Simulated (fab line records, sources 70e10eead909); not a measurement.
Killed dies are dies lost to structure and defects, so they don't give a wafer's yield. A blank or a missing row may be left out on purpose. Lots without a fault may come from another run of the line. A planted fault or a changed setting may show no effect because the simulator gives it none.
Chamber matching | flow nand_harc | NHARC_P_CONTACT_CMP_24 on cmp-01: 4 sister chambers
The step polishes, t overpolish 30 s, target thk 200 nm. 17 wafers are shown with their chamber, then 8 later ones without.

WAFERS WITH THEIR CHAMBER
wafer  | chamber | motor_current_A (A) | time_to_endpoint_s (s) | overpolish_run_s (s)
L077.1 | 0       | 12.7                | 43                     | 30.010
L077.2 | 3       | 11.0                | 42                     | 29.991
L077.3 | 2       | 12.6                | 40                     | 29.990
L076.1 | 3       | 11.2                | 43                     | 29.991
L076.2 | 2       | 13.7                | 40                     | 30.006
L076.4 | 1       | 12.1                | 46                     | 30.000
L078.2 | 3       | 11.0                | 43                     | 29.996
L078.4 | 2       | 12.4                | 40                     | 30.013
L079.1 | 1       | 11.4                | 44                     | 30.019
L079.2 | 2       | 12.4                | 41                     | 29.990
L079.4 | 3       | 11.2                | 42                     | 29.992
L081.3 | 2       | 12.8                | 40                     | 30.009
L081.4 | 1       | 11.3                | 46                     | 29.994
L083.4 | 1       | 12.0                | 42                     | 29.987
L084.2 | 3       | 11.3                | 41                     | 29.992
L084.3 | 1       | 11.9                | 42                     | 30.009
L086.2 | 3       | 11.4                | 39                     | 30.002

SIGNATURES (means of the wafers above)
reading            | chamber 0 | chamber 1 | chamber 2 | chamber 3 | scatter within a chamber
motor_current_A    | 12.700    | 11.740    | 12.780    | 11.183    | 0.375
time_to_endpoint_s | 43.00     | 44.00     | 40.20     | 41.67     | 1.47
overpolish_run_s   | 30.01000  | 30.00180  | 30.00160  | 29.99400  | 0.0096
Rule: a wafer's distance from a chamber is the root of the sum, over the readings, of the square of ((its reading less the chamber's mean) divided by the reading's scatter). The wafer belongs to the nearest chamber; if the next one is less than 2 further off, it can't be placed. The scatter: the root of (the sum of the squares of (reading less its chamber's mean) over the shown wafers, divided by (wafers less chambers)).

WAFERS WITHOUT THEIR CHAMBER
wafer  | motor_current_A (A) | time_to_endpoint_s (s) | overpolish_run_s (s)
L086.3 | 10.9                | 40                     | 29.980
L089.2 | 11.1                | 45                     | 29.981
L089.3 | 11.1                | 38                     | 29.999
L092.1 | 12.6                | 38                     | 29.999
L094.3 | 10.8                | 40                     | 30.001
L094.4 | 12.1                | 41                     | 29.997
L097.2 | 11.5                | 42                     | 30.007
L097.3 | 12.7                | 42                     | 29.988

WHICH CHAMBER EACH WENT THROUGH
wafer  | from the rows above               | in truth
L086.3 | 3                                 | 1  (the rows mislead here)
L089.2 | can't be placed: 3 or 1           | 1
L089.3 | can't be placed: 3 or 1           | 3
L092.1 | 2                                 | 2
L094.3 | 3                                 | 3
L094.4 | can't be placed: 2 or 1 or 0 or 3 | 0
L097.2 | can't be placed: 1 or 3 or 0      | 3
L097.3 | can't be placed: 2 or 0 or 1      | 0
Placed correctly: 2 of 8. Can't be placed from these rows: 5 (the true chamber is among the candidates in 5). Placed wrongly: 1.
